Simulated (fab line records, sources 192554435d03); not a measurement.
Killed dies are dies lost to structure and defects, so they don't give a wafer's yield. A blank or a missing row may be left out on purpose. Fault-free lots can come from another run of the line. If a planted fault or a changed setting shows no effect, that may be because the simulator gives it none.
Matching of chambers | flow n5 finfet | 4 sister chambers for N5_BEOL_M5_ETCH_61 on rie diel-02
The step etches SiARC in CF4, target depth 15.6 nm, time 26 s. 4 wafers are shown with their chamber, then 10 later ones without.

## EACH WAFER AND ITS CHAMBER
wafer  | chamber | drypump motor current A (A)
L079.1 | 2       | 6.7
L082.6 | 0       | 5.1
L087.2 | 1       | 5.4
L087.4 | 3       | 6.6

## WAFERS WITHOUT THEIR CHAMBER
wafer  | drypump motor current A (A)
L087.6 | 6.6
L091.4 | 5.4
L091.5 | 5.1
L091.6 | 5.4
L093.1 | 6.6
L093.3 | 5.1
L093.4 | 5.4
L097.1 | 6.5
L097.4 | 6.6
L097.6 | 5.4

## CHAMBER TAKEN BY EACH
wafer  | from the rows above | in truth
L087.6 | 3                   | 3
L091.4 | 1                   | 1
L091.5 | 0                   | 0
L091.6 | 1                   | 1
L093.1 | 3                   | 3
L093.3 | 0                   | 0
L093.4 | 1                   | 1
L097.1 | 3                   | 3
L097.4 | 3                   | 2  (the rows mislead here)
L097.6 | 1                   | 1
Correct placement for 9 of the 10. From these rows, 0 cannot be placed. 1 placed wrongly.
How it was worked out, from the rows above alone: a wafer's distance from a chamber is the root of the sum, over the readings, of the square of ((its reading less the chamber's mean) divided by the reading's scatter). If the next closest chamber is less than 2 further off than the closest, the wafer can't be placed; otherwise it belongs to the closest. A chamber's mean is the mean of its shown wafers. The scatter (one wafer shown for each chamber): square how far every hidden wafer sits from the nearest shown wafer, average those squares and take the square root.
